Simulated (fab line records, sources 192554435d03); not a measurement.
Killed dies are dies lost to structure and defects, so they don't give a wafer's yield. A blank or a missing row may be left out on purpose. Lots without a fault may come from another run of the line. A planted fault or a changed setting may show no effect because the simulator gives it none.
Which tool did it? | flow n5_finfet | 11 lots, 33 wafers sampled, at 3 steps of a route of 1938

WHAT THE GAUGES READ, wafer by wafer
N5_BEOL_M8_OVL_MEAS_29. Usual: V7_OVL 0.2 nm, standard deviation 0.65.
lot  | measured     | on         | V7_OVL (nm)    | flag
L193 | day 9 05:16  | overlay-01 | 0.0 0.5 0.7    |
L192 | day 9 20:55  | overlay-01 | -0.4 0.1 -0.5  |
L194 | day 9 21:11  | overlay-02 | -0.2 -0.4 -0.7 |
L196 | day 10 11:41 | overlay-01 | 0.3 1.0 0.5    |
L198 | day 10 17:28 | overlay-01 | 0.0 0.2 0.5    |
L199 | day 10 22:44 | overlay-01 | 1.1 0.3 0.3    |
L200 | day 11 00:28 | overlay-01 | 0.2 0.6 1.1    |
L208 | day 13 18:41 | overlay-01 | -0.5 -1.1 0.2  |
L210 | day 14 11:02 | overlay-01 | 0.5 -0.1 0.0   |
L213 | day 14 18:28 | overlay-01 | -0.6 -0.8 0.6  |
L215 | day 15 04:55 | overlay-02 | -1.0 -0.6 -1.2 |

WHICH TOOL RAN EACH LOT (tool, then ch and the chambers of the sampled wafers, then the start)
lot  | N5_BEOL_M8_HM_DEP_02         | N5_BEOL_M8_EXPOSE_25
L193 | pvd_sputter-01, day 9 02:58  | euv_scanner-01 ch 0, day 9 05:07
L192 | pvd_sputter-03, day 9 17:16  | euv_scanner-02 ch 0, day 9 20:46
L194 | pvd_sputter-02, day 9 17:40  | euv_scanner-02 ch 0, day 9 21:01
L196 | pvd_sputter-03, day 10 09:35 | euv_scanner-01 ch 0, day 10 11:31
L198 | pvd_sputter-03, day 10 15:59 | euv_scanner-01 ch 0, day 10 17:18
L199 | pvd_sputter-01, day 10 19:34 | euv_scanner-01 ch 0, day 10 22:34
L200 | pvd_sputter-01, day 10 22:32 | euv_scanner-01 ch 0, day 11 00:17
L208 | pvd_sputter-01, day 13 14:32 | euv_scanner-02 ch 0, day 13 18:31
L210 | pvd_sputter-01, day 14 07:51 | euv_scanner-02 ch 0, day 14 10:53
L213 | pvd_sputter-02, day 14 16:57 | euv_scanner-02 ch 0, day 14 18:18
L215 | pvd_sputter-01, day 15 02:08 | euv_scanner-02 ch 0, day 15 04:44
- N5_BEOL_M8_HM_DEP_02: deposits TiN, target thk 20 nm.
- N5_BEOL_M8_EXPOSE_25: exposes mask V7, target cd 40 nm.

WHAT THE TOOLS THEMSELVES READ (means of the sampled wafers that have a number; where no wafer has one, the mark that the record gives instead)
N5_BEOL_M8_HM_DEP_02. Usual: throttle_valve_pct 30.0 %, standard deviation 1.2.
lot  | tool           | throttle_valve_pct (%) | flag
L193 | pvd_sputter-01 | 30.6                   |
L192 | pvd_sputter-03 | 29.8                   |
L194 | pvd_sputter-02 | 29.7                   |
L196 | pvd_sputter-03 | 30.0                   |
L198 | pvd_sputter-03 | 29.7                   |
L199 | pvd_sputter-01 | 31.6                   |
L200 | pvd_sputter-01 | 30.7                   |
L208 | pvd_sputter-01 | 30.3                   |
L210 | pvd_sputter-01 | 31.0                   |
L213 | pvd_sputter-02 | 29.7                   |
L215 | pvd_sputter-01 | 29.8                   |

N5_BEOL_M8_EXPOSE_25. Usual: exposure_dose_mJ_cm2 42.46, standard deviation 0.057.
lot  | tool           | exposure_dose_mJ_cm2 | flag
L193 | euv_scanner-01 | 42.50                |
L192 | euv_scanner-02 | 42.53                |
L194 | euv_scanner-02 | 42.51                |
L196 | euv_scanner-01 | 42.48                |
L198 | euv_scanner-01 | 41.57                | OFF
L199 | euv_scanner-01 | 41.57                | OFF
L200 | euv_scanner-01 | 41.82                | OFF
L208 | euv_scanner-02 | 42.42                |
L210 | euv_scanner-02 | 42.41                |
L213 | euv_scanner-02 | 42.46                |
L215 | euv_scanner-02 | 42.47                |

THE ANSWER, worked out from the rows above alone
Rule: a lot is off if the mean of its wafers that have a number lies more than 3 standard deviations from the usual mean. A lot without any number at a reading at which 4 lots or more have one is off too. The other lots that the step has rows for count as sound. The gauges are gone through in route order, then the tools' own readings, and for those a lot's mean is taken as printed above. The first step at which some lot is off is used, and at that step the reading that is off furthest; a lot without a number counts as furthest.
Off: L198, L199, L200, at N5_BEOL_M8_EXPOSE_25 (exposure_dose_mJ_cm2).
A tool fits if, at that step or a process step before it, it ran every lot that is off, and no sound lot after the first of them. One fits: euv_scanner-01 at N5_BEOL_M8_EXPOSE_25. Its last sound lot is L196 (day 10 11:31), its first lot that is off L198 (day 10 17:18): a fault that began between those two fits.
The tool's own readings at N5_BEOL_M8_EXPOSE_25 bear it out: on the lots that are off they differ by more than 5 times the standard deviation of the sound lots' means. exposure_dose_mJ_cm2 reads 41.65 there against 42.47 on the sound lots.

WHAT THE SIMULATOR HAD PUT IN
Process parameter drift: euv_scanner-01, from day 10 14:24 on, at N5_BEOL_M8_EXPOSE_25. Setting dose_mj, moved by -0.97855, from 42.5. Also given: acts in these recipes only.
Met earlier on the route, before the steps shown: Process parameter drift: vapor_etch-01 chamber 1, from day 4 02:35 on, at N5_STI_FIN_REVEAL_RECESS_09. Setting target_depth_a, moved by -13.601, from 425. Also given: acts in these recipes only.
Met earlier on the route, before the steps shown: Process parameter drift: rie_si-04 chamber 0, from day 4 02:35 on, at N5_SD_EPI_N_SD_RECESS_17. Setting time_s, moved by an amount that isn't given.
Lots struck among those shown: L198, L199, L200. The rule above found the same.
